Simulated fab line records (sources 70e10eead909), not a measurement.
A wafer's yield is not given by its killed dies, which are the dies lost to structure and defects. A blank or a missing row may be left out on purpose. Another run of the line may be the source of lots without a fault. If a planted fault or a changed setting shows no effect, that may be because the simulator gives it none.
Which tool was responsible? | flow nand-harc | 14 lots (42 wafers sampled), 1 step of a 1159-step route

== WHAT THE GAUGES SHOWED, per wafer ==
NHARC_P_BONDPAD_OVL_MEAS_38. Usual: overlay-x-nm 0 nm, standard deviation 5.2; overlay-y-nm -3 nm, standard deviation 3.7.
lot  | measured     | on         | overlay-x-nm (nm) | overlay-y-nm (nm) | flag
L712 | day 6 11:10  | overlay-01 | -1 -1 -1          | -1 -1 -1          |
L714 | day 6 14:36  | overlay-01 | -6 -6 -6          | -5 -5 -5          |
L713 | day 7 00:08  | overlay-01 | 6 6 6             | -4 -5 -5          |
L716 | day 7 03:45  | overlay-02 | 5 6 5             | 2 1 2             |
L715 | day 7 08:43  | overlay-02 | 5 5 6             | 0 0 0             |
L718 | day 7 19:22  | overlay-01 | 3 3 2             | -7 -6 -7          |
L719 | day 8 07:00  | overlay-02 | -4 -4 -4          | -2 -2 -2          |
L720 | day 8 11:55  | overlay-02 | 3 3 3             | -5 -5 -5          |
L722 | day 8 18:43  | overlay-02 | 1 1 1             | -6 -5 -6          |
L727 | day 9 13:58  | overlay-01 | 0 1 1             | -7 -6 -8          |
L725 | day 9 14:43  | overlay-01 | 8 8 8             | -6 -6 -6          |
L723 | day 9 15:53  | overlay-02 | -2 -3 -2          | -4 -4 -3          |
L726 | day 10 10:55 | overlay-01 | -1 -1 -1          | -6 -6 -6          |
L728 | day 10 15:23 | overlay-02 | -9 -9 -8          | 2 1 1             |

== EACH LOT AND THE TOOL THAT RAN IT (in order: tool; ch and the chambers of the sampled wafers; start) ==
Before these readings, the record contains no process step.

== WHAT THE TOOLS THEMSELVES READ (means of the sampled wafers that have a number; where no wafer has one, the mark that the record gives instead) ==
The record holds no such reading with a usual standard deviation.

== THE ANSWER, worked out from the rows above alone ==
Rule: a lot counts as off when the mean over its wafers that have a number is more than 3 standard deviations away from the usual mean. A lot without any number at a reading at which 4 lots or more have one is off too. Where the step has rows for the other lots, those lots are counted as sound. The gauges are gone through in route order, then the tools' own readings, and for those a lot's mean is taken as printed above. The first step at which some lot is off is used, and at that step the reading that is off furthest; a lot without a number counts as furthest.
Across all readings shown, no lot is off: no conclusion can be drawn from this.

== WHAT THE SIMULATOR HAD INSERTED ==
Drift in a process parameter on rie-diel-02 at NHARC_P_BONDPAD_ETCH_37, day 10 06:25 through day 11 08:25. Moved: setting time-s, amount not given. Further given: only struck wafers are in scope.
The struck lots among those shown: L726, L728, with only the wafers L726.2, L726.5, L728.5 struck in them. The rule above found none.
